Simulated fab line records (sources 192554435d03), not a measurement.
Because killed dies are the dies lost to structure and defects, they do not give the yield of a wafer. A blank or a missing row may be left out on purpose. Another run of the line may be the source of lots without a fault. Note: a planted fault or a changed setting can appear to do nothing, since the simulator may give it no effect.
Split-lot study | flow n5 finfet | 21 wafers read across 7 lots, on a route 1938 steps long

== ON THE SPLIT ==
At N5_SDB_STRIP_22 (strips in N2/H2), the setting power w was moved away from the recipe's 1000 W on 9 of the 21 wafers read, by -15.9% to +14.8%. This setting was run at the recipe's value on the other wafers.

The split's own step is where the reading is taken.

== THE READING ==
oes product au, in a.u., at N5_SDB_STRIP_22 (strips in N2/H2). A value of 0.715 a.u. with a standard deviation of 0.0047 a.u. is what fault-free wafers of this fab line usually give.

wafer  | tool, chamber at the split | power w as run, W | against the recipe | oes product au, a.u. | against lot-mates on the recipe
L075.1 | plasma asher-02, 1         | 1148              | +14.8%             | 0.749                | +0.034
L075.3 | plasma asher-02, 0         | 1148              | +14.8%             | 0.743                | +0.028
L075.6 | plasma asher-02, 0         | 1000              | recipe             | 0.715                | -
L076.4 | plasma asher-02, 1         | 1000              | recipe             | 0.712                | -
L076.5 | plasma asher-02, 1         | 1000              | recipe             | 0.719                | -
L076.6 | plasma asher-02, 0         | 840.6             | -15.9%             | 0.677                | -0.038
L084.1 | plasma asher-02, 0         | 937.1             | -6.3%              | 0.706                | -0.008
L084.2 | plasma asher-02, 1         | 1000              | recipe             | 0.719                | -
L084.3 | plasma asher-02, 1         | 1000              | recipe             | 0.710                | -
L087.1 | plasma asher-02, 1         | 1000              | recipe             | 0.714                | -
L087.2 | plasma asher-02, 0         | 853.7             | -14.6%             | 0.687                | -0.027
L087.6 | plasma asher-02, 0         | 853.7             | -14.6%             | 0.683                | -0.031
L090.1 | plasma asher-02, 0         | 1086              | +8.6%              | 0.732                | +0.017
L090.3 | plasma asher-02, 1         | 1000              | recipe             | 0.715                | -
L090.6 | plasma asher-02, 0         | 1086              | +8.6%              | 0.726                | +0.011
L092.2 | plasma asher-01, 1         | 1060              | +6.0%              | 0.725                | +0.011
L092.3 | plasma asher-01, 0         | 1000              | recipe             | 0.721                | -
L092.6 | plasma asher-01, 1         | 1000              | recipe             | 0.707                | -
L097.1 | plasma asher-01, 1         | 1000              | recipe             | 0.714                | -
L097.5 | plasma asher-01, 0         | 1000              | recipe             | 0.712                | -
L097.6 | plasma asher-01, 1         | 1000              | recipe             | 0.708                | -

THE FIT
A straight line over all 21 wafers: oes product au changes by +0.00205 a.u. for each +1% of power w; r = +0.97; the points scatter about the line by 0.0041 a.u.
The same after taking each lot's own level away (the mean of its wafers on the recipe; 21 wafers): +0.00204 a.u. for each +1%; r = +0.97; scatter 0.004 a.u.
That fit puts the effect of the largest move of power w on the reading at 0.033 a.u.
The lots' own levels span 0.7113 to 0.7155 a.u., that is 0.9 times the standard deviation above.
The two slopes are in agreement: the lot-to-lot level therefore moves the slope only a little.
Check: -0.0311 a.u. against its lot-mates is what the line predicts for one of the wafers moved furthest among these (-15.9%) when that wafer is left out of the fit. Against them it came out at -0.0385 a.u.
Tool readings at the split's step, against how far the setting was moved: oes product au r = +0.97; strip time to endpoint s r = -0.99.

== OTHER SPLITS APPLIED TO THESE WAFERS ==
Note: prior to the reading, these wafers also went through further splits. Each is held against what the fit with the lots' levels taken away leaves over:
other split on the same wafers        | wafers away from the commonest value | r with oes product au (lot level and that fit taken away)
N5_DUMMY_GATE_ETCH_37 source w        | 8                                    | +0.19
N5_SD_EPI_P_EXPOSE_06 dose mj         | 7                                    | +0.06
N5_SD_EPI_P_DEVELOP_08 develop time s | 9                                    | -0.22

== THE WHOLE CHAIN: every reading that the file lists as answering this split, in the file's order ==
step            | what it does    | reading                  | change (the file's fit)                   | r (the file's)
N5_SDB_STRIP_22 | strips in N2/H2 | oes product au           | +0.00206 a.u. for each +1% of the setting | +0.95
N5_SDB_STRIP_22 | strips in N2/H2 | strip time to endpoint s | withheld for each +1% of the setting      | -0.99

== FILE'S OWN FIT ==
oes product au changes by +0.00206 a.u. for each +1% of power w, r = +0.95.
